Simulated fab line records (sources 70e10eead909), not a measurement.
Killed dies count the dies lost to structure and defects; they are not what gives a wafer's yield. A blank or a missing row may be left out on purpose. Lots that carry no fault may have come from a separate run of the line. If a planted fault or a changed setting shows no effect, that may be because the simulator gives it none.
A lot that was struck, set against a sound lot || flow nand_harc || 12 out of 1302 route steps
Sound: wafers L254.1, L254.2, L254.3. The struck wafers were L269.1, L269.2, L269.4. The cause is named last.
For every step that has rows: the tool of each side, followed by ch and its chambers, followed by its first start. Under that, the readings that differ: sound wafers || struck wafers || difference of the means || sigmas: that difference in standard deviations of wafers without a fault.
alike: readings with means less than 2 such deviations apart, plus words and numbers identical on both sides. not compared: withheld readings, readings lacking a value on some wafer, bounds such as >300 that could conceal the same value, and numbers that have no deviation in the record and whose values overlap.
The two part at a step that has a row with sigmas, a row that says differs or no value, or rows on one side only. When numbers do not overlap yet have no deviation, they are printed without sigmas and do not part them. A reading missing from all wafers of one side parts the sides only when that side holds two or more wafers.

first, 9 steps without rows for these wafers: NHARC_A_STAIRCASE_DEHYDRATE_433 (time 120 s); NHARC_A_STAIRCASE_HMDS_434 (time 30 s); NHARC_A_STAIRCASE_COAT_435; NHARC_A_STAIRCASE_SOFTBAKE_436 (time 170 s); NHARC_A_STAIRCASE_EBR_437; NHARC_A_STAIRCASE_EXPOSE_438 (exposes mask STAIR REV); NHARC_A_STAIRCASE_PEB_439 (peb time 130 s); NHARC_A_STAIRCASE_DEVELOP_440 (time 140 s); NHARC_A_STAIRCASE_HARDBAKE_442 (time 140 s).
NHARC_A_STAIRCASE_DESCUM_443: chemistry O2, time 3 s.
  sound on rie_diel-01 ch 0,1,2, day 21 07:38; struck on rie_diel-01 ch 0,1,2, day 27 10:27
{"reading": "rf_hours_counter_h (h)", "sound": "29 29 30", "struck": "19 23 25", "difference": -7, "sigmas": ""}
  alike: drypump_motor_current_A, oes_product_au, rf_vpp_V, showerhead_plenum_p_Torr, throttle_valve_pct
NHARC_A_STAIRCASE_ETCH_444: etches the open film in C4F8/O2, target depth 20400 nm, time 6800 s.
  sound on rie_diel-01 ch 0,1,3, day 21 07:43; struck on rie_diel-01 ch 0,2,3, day 27 10:32
  no value came back on the struck wafers for any of 6 readings (bias_w (W), chamber_pressure_mTorr (mTorr) and others); on the sound wafers bias_w (W) reads 1001.8 997.1 993.7
-- record jumps: 5 days between struck wafers' starts before vs after; left off in module A_STAIRCASE, resumes in module END, first step shown is number 1302 of the route --
NHARC_END_SORT_01:
  the record has rows for the struck wafers here (prober-02 ch 0, day 32 21:00) and none for the sound ones

== WHERE THEY PART ==
Last at NHARC_END_SORT_01 as far as this record goes, first at NHARC_A_STAIRCASE_ETCH_444.

WHY: the cause the simulator had injected
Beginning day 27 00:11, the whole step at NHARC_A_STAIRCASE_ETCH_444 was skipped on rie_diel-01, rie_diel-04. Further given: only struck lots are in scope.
